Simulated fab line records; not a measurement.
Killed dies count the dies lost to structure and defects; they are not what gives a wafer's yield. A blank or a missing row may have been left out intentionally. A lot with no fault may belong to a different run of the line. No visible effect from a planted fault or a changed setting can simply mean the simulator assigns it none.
Split-lot experiment ; flow n5 finfet ; on a route of 1938 steps: 7 lots, 39 wafers read

## ON THE SPLIT
At N5_MIM_BOT_ETCH_ETCH_00 (etches TiN in Cl2/BCl3, target depth 45.5 nm), the setting target depth a was moved away from the recipe's 455 angstrom on 18 of the 39 wafers read, by -58.6% to +54.8%. All remaining wafers had this setting at the recipe value.

Reading taken at the split's own step.

## THE READING
MIM_BOT_ETCH.cd offset nm (the simulator's own value, which no gauge read), in nm, at N5_MIM_BOT_ETCH_ETCH_00 (etches TiN in Cl2/BCl3, target depth 45.5 nm). The file does not state a usual value for it. Here, 21 wafers ran the recipe; their average is 0.1 nm with a standard deviation of 0.32 nm.

wafer;tool, chamber at the split;target depth a as run, angstrom;against the recipe;MIM_BOT_ETCH.cd offset nm, nm;against lot-mates on the recipe
L075.1;rie metal-03, 0;455;recipe;-0.2;-
L075.2;rie metal-03, 1;224.2;-50.7%;0.6;+0.7
L075.3;rie metal-03, 1;224.2;-50.7%;1.4;+1.5
L075.4;rie metal-03, 0;455;recipe;0.2;-
L075.5;rie metal-03, 0;455;recipe;-0.4;-
L075.6;rie metal-03, 1;224.2;-50.7%;0.8;+0.9
L078.1;rie metal-01, 1;555.6;+22.1%;-0.2;-0.7
L078.2;rie metal-01, 0;455;recipe;0.6;-
L078.3;rie metal-01, 0;455;recipe;0.4;-
L078.4;rie metal-01, 1;555.6;+22.1%;-0.2;-0.7
L078.5;rie metal-01, 1;455;recipe;0.6;-
L078.6;rie metal-01, 0;555.6;+22.1%;-0.4;-0.9
L082.1;rie metal-03, 1;455;recipe;-0.4;-
L082.2;rie metal-03, 0;455;recipe;0;-
L082.3;rie metal-03, 0;188.3;-58.6%;1;+1.2
L082.4;rie metal-03, 1;188.3;-58.6%;0.6;+0.8
L082.5;rie metal-03, 0;188.3;-58.6%;1.2;+1.4
L082.6;rie metal-03, 1;455;recipe;-0.2;-
L085.1;rie metal-01, 0;455;recipe;-0.2;-
L085.2;rie metal-01, 1;455;recipe;0;-
L085.3;rie metal-01, 1;562.3;+23.6%;-0.6;-0.5
L085.4;rie metal-01, 0;562.3;+23.6%;-0.8;-0.7
L085.5;rie metal-01, 1;562.3;+23.6%;-0.6;-0.5
L085.6;rie metal-01, 0;455;recipe;0;-
L091.1;rie metal-01, 1;704.2;+54.8%;-0.6;-1.0
L091.2;rie metal-01, 0;455;recipe;0.2;-
L091.3;rie metal-01, 0;704.2;+54.8%;-1;-1.4
L091.4;rie metal-01, 1;455;recipe;0.6;-
L091.5;rie metal-01, 0;455;recipe;0.4;-
L091.6;rie metal-01, 1;704.2;+54.8%;-0.8;-1.2
L088.1;rie metal-02, 0;455;recipe;0.6;-
L088.2;rie metal-02, 1;455;recipe;-0.2;-
L088.4;rie metal-02, 1;455;recipe;0.2;-
L097.1;rie metal-01, 1;682.5;+50.0%;-0.8;-1.1
L097.2;rie metal-01, 0;455;recipe;0.2;-
L097.3;rie metal-01, 0;455;recipe;0.2;-
L097.4;rie metal-01, 1;455;recipe;0.4;-
L097.5;rie metal-01, 0;682.5;+50.0%;-0.8;-1.1
L097.6;rie metal-01, 1;682.5;+50.0%;-1;-1.3

THE FIT
A straight line over all 39 wafers: MIM_BOT_ETCH.cd offset nm changes by -0.017 nm for each +1% of target depth a; r = -0.87; the points scatter about the line by 0.3 nm.
The same after taking each lot's own level away (the mean of its wafers on the recipe; 39 wafers): -0.0217 nm for each +1%; r = -0.95; scatter 0.22 nm.
That fit puts the effect of the largest move of target depth a on the reading at 1.3 nm.
From -0.20 to 0.53 nm: that is the span of the lots' own levels, equal to 2.3 times the standard deviation above.
So the slope is not independent of the lot-to-lot level: the two fits are not the same.
Check: with one of the wafers moved furthest among these (-58.6%) left out of the fit, the line predicts +1.23 nm for it against its lot-mates. Against them it came out at +1.2 nm.

## OTHER SPLITS APPLIED TO THESE WAFERS
These wafers also went through other splits before the reading. Each is held against what the fit with the lots' levels taken away leaves over:
other split on the same wafers;wafers away from the commonest value;r with MIM_BOT_ETCH.cd offset nm (lot level and that fit taken away)
N5_BEOL_M11_ILD_DEP_00 target thk a;6;+0.14
N5_BEOL_M13_ETCH_59 time s;12;-0.15
N5_MIM_BOT_SPUTTER_00 time s;9;+0.02

## THE WHOLE CHAIN: every reading that the file lists as answering this split, in the file's order
step;what it does;reading;change (the file's fit);r (the file's)
N5_MIM_BOT_ETCH_ETCH_00;etches TiN in Cl2/BCl3, target depth 45.5 nm;etch.depth nm (the simulator's own value, which no gauge read);+0.467 nm for each +1% of the setting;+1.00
N5_MIM_BOT_ETCH_ETCH_00;etches TiN in Cl2/BCl3, target depth 45.5 nm;MIM_BOT_ETCH.cd offset nm (the simulator's own value, which no gauge read);-0.0219 nm for each +1% of the setting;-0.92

## FILE'S OWN FIT
MIM_BOT_ETCH.cd offset nm changes by -0.0219 nm for each +1% of target depth a, r = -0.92.
